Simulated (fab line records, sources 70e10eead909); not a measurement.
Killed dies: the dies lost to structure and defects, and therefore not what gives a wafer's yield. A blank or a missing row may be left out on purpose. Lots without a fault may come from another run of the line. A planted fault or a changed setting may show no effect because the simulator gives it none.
Which tool is to blame? :: flow nand-harc :: at 1 step of a route of 1302, 14 lots with 42 wafers sampled

## WHAT THE GAUGES SHOWED, per wafer
NHARC_A_CHANNEL_HOLE_D1_CD_MEAS_30. Usual: cd-nm 90.6 nm, standard deviation 1.3.
lot: L832
measured: day 8 21:20
on: cd-sem-01
cd-nm (nm): 88.8 92.6 90.2
flag: 

lot: L833
measured: day 8 21:40
on: cd-sem-01
cd-nm (nm): 91.3 90.1 90.7
flag: 

lot: L835
measured: day 10 03:52
on: cd-sem-01
cd-nm (nm): 91.1 92.3 92.7
flag: 

lot: L837
measured: day 10 15:52
on: cd-sem-01
cd-nm (nm): 88.2 88.1 89.8
flag: 

lot: L836
measured: day 10 15:57
on: cd-sem-02
cd-nm (nm): 93.0 91.3 90.7
flag: 

lot: L839
measured: day 11 14:57
on: cd-sem-02
cd-nm (nm): 91.3 91.5 90.3
flag: 

lot: L840
measured: day 12 04:39
on: cd-sem-02
cd-nm (nm): 91.9 91.2 91.3
flag: 

lot: L842
measured: day 13 06:48
on: cd-sem-02
cd-nm (nm): 92.0 90.1 91.5
flag: 

lot: L843
measured: day 13 15:37
on: cd-sem-02
cd-nm (nm): 92.6 89.8 91.2
flag: 

lot: L844
measured: day 13 18:50
on: cd-sem-03
cd-nm (nm): 90.3 90.3 90.6
flag: 

lot: L845
measured: day 14 10:40
on: cd-sem-03
cd-nm (nm): 90.1 93.2 89.3
flag: 

lot: L851
measured: day 16 18:55
on: cd-sem-01
cd-nm (nm): 88.5 89.3 89.9
flag: 

lot: L852
measured: day 17 07:23
on: cd-sem-03
cd-nm (nm): 91.3 88.8 91.2
flag: 

lot: L853
measured: day 17 11:38
on: cd-sem-01
cd-nm (nm): 89.8 90.8 90.7
flag: 

## TOOL THAT RAN EACH LOT (tool first, then ch and the chambers of the sampled wafers, then the start)
Record: no process step prior to these readings.

## WHAT THE TOOLS THEMSELVES READ (means of the sampled wafers that have a number; where no wafer has one, the mark that the record gives instead)
The record holds no such reading with a usual standard deviation.

## THE ANSWER, worked out from the rows above alone
Rule: a lot counts as off when the mean over its wafers that have a number is more than 3 standard deviations away from the usual mean. Also off: a lot with no number at a reading for which 4 or more lots have one. All remaining lots with rows at the step are treated as sound. Order of review: gauges by route order, followed by the tools' own readings, for which a lot's mean as printed above is used. At the first step where some lot is off, the reading lying furthest off is the one used; lots without a number count as furthest.
Nothing can be told from this: no lot is off at any reading shown.

## WHAT THE SIMULATOR PUT IN
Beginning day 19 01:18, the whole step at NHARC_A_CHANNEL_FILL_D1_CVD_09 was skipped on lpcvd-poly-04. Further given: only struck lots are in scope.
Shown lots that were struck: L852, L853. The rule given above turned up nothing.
